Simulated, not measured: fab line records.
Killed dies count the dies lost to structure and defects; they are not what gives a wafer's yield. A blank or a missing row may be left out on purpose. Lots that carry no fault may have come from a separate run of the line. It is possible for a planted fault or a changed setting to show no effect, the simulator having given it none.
Which of the tools did it?	flow n5-finfet	12 lots with 36 wafers sampled at 4 steps, on a route of 1938 steps

## WHAT THE GAUGES SHOWED, per wafer
N5_BEOL_M9_CD_MEAS_18: pitch 140 nm, target cd 70 nm. Usual: cd-nm at 70.1 nm, with a standard deviation of 0.54.
lot	measured	on	cd-nm (nm)	flag
L613	day 9 16:28	cd-sem-02	70.3 70.3 70.3	
L614	day 9 16:30	cd-sem-01	70.5 70.4 70.5	
L615	day 9 21:49	cd-sem-03	70.5 70.1 71.0	
L617	day 10 07:18	cd-sem-01	69.3 69.9 70.6	
L619	day 10 13:13	cd-sem-03	70.2 69.9 69.9	
L618	day 10 13:38	cd-sem-02	70.6 70.2 70.5	
L620	day 10 17:11	cd-sem-02	70.2 70.3 70.8	
L621	day 10 23:23	cd-sem-03	70.2 70.0 70.1	
L623	day 12 07:07	cd-sem-03	70.7 70.5 70.5	
L628	day 13 06:01	cd-sem-03	70.0 69.4 68.9	
L629	day 13 07:10	cd-sem-03	69.0 69.1 70.0	
L635	day 16 00:27	cd-sem-02	70.1 70.0 68.9	

N5_BEOL_M9_THK_MEAS_53: measures by xrf. Usual: M9_THK typically reads 137.3 nm, with standard deviation 2.6.
lot	measured	on	M9_THK (nm)	flag
L613	day 9 21:31	film-metro-02	139.9 135.5 136.6	
L614	day 9 21:57	film-metro-01	137.3 134.4 135.4	
L615	day 10 01:22	film-metro-01	138.1 137.0 140.1	
L617	day 10 10:38	film-metro-01	138.3 137.8 137.1	
L619	day 10 20:05	film-metro-02	141.8 136.8 138.6	
L618	day 10 19:01	film-metro-02	139.0 132.6 134.6	
L620	day 10 22:39	film-metro-01	137.9 140.9 140.0	
L621	day 11 04:52	film-metro-02	139.4 137.6 136.4	
L623	day 12 11:46	film-metro-02	140.4 139.3 135.0	
L628	day 13 11:26	film-metro-02	135.4 141.5 134.8	
L629	day 13 11:42	film-metro-01	140.7 139.9 134.4	
L635	day 16 04:43	film-metro-01	138.4 139.0 137.5	

## TOOL THAT RAN EACH LOT (tool first, then ch and the chambers of the sampled wafers, then the start)
lot	N5_BEOL_M9_PRE_CLEAN_45	N5_BEOL_M9_CVD_78
L613	pvd-sputter-02, day 9 19:09	cvd-co-02 ch 0,1,2, day 9 20:17
L614	pvd-sputter-03, day 9 20:04	cvd-co-01 ch 0,1,2, day 9 21:00
L615	pvd-sputter-01, day 9 23:30	cvd-co-01 ch 0,2, day 10 00:08
L617	pvd-sputter-02, day 10 09:08	cvd-co-01 ch 0,1,2, day 10 09:42
L619	pvd-sputter-02, day 10 18:15	cvd-co-02 ch 1,2, day 10 18:47
L618	pvd-sputter-02, day 10 17:09	cvd-co-02 ch 0,1,2, day 10 17:47
L620	pvd-sputter-02, day 10 19:21	cvd-co-02 ch 0,1, day 10 21:31
L621	pvd-sputter-03, day 11 03:26	cvd-co-01 ch 0,1, day 11 03:52
L623	pvd-sputter-01, day 12 09:24	cvd-co-01 ch 0,1,2, day 12 10:49
L628	pvd-sputter-03, day 13 09:34	cvd-co-01 ch 0,1, day 13 09:59
L629	pvd-sputter-02, day 13 09:44	cvd-co-01 ch 0,2, day 13 10:18
L635	pvd-sputter-03, day 16 03:19	cvd-co-02 ch 0,2, day 16 03:46
- N5_BEOL_M9_PRE_CLEAN_45: time 30 s.
- N5_BEOL_M9_CVD_78: deposits Co from CCTBA/H2, target thk 2 nm, time 138.9 s.

## WHAT THE TOOLS THEMSELVES READ (means of the sampled wafers that have a number; where no wafer has one, the mark that the record gives instead)
N5_BEOL_M9_PRE_CLEAN_45. Usual: heater-power-w at 336 W, with a standard deviation of 36.
lot	tool	heater-power-w (W)	flag
L613	pvd-sputter-02	343	
L614	pvd-sputter-03	320	
L615	pvd-sputter-01	310	
L617	pvd-sputter-02	339	
L619	pvd-sputter-02	351	
L618	pvd-sputter-02	336	
L620	pvd-sputter-02	338	
L621	pvd-sputter-03	334	
L623	pvd-sputter-01	322	
L628	pvd-sputter-03	374	
L629	pvd-sputter-02	337	
L635	pvd-sputter-03	282	

N5_BEOL_M9_CVD_78. Usual: run-length-s at 162.2 s, with a standard deviation of 0.45.
lot	tool	run-length-s (s)	flag
L613	cvd-co-02	162.2	
L614	cvd-co-01	162.2	
L615	cvd-co-01	162.5	
L617	cvd-co-01	162.1	
L619	cvd-co-02	162.6	
L618	cvd-co-02	162.4	
L620	cvd-co-02	162.5	
L621	cvd-co-01	161.9	
L623	cvd-co-01	162.1	
L628	cvd-co-01	204.6	OFF
L629	cvd-co-01	204.7	OFF
L635	cvd-co-02	162.1	

## THE ANSWER, worked out from the rows above alone
Rule: a lot is off if the mean of its wafers that have a number lies more than 3 standard deviations from the usual mean. A lot without any number at a reading at which 4 lots or more have one is off too. The other lots that the step has rows for count as sound. First the gauges in route order, then the tools' own readings, where a lot's mean is used as printed above. At the first step where some lot is off, the reading lying furthest off is the one used; lots without a number count as furthest.
Off at N5_BEOL_M9_CVD_78 (run-length-s): L628, L629.
A tool fits if, at that step or a process step before it, it ran every lot that is off, and no sound lot after the first of them. One fits: N5_BEOL_M9_CVD_78 on cvd-co-01. A fault onset in the window from L623 (day 12 10:49, its last sound lot) to L628 (day 13 09:59, its first lot off) fits.
On the lots that are off, the tool's own readings at N5_BEOL_M9_CVD_78 differ by more than 5 times the standard deviation of the sound lots' means, which bears it out; run-length-s reads 204.6 s there versus 162.3 s on the sound lots.

## WHAT HAD BEEN PUT IN BY THE SIMULATOR
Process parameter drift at N5_BEOL_M9_CVD_78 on cvd-co-01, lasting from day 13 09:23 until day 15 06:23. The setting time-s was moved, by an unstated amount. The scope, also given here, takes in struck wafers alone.
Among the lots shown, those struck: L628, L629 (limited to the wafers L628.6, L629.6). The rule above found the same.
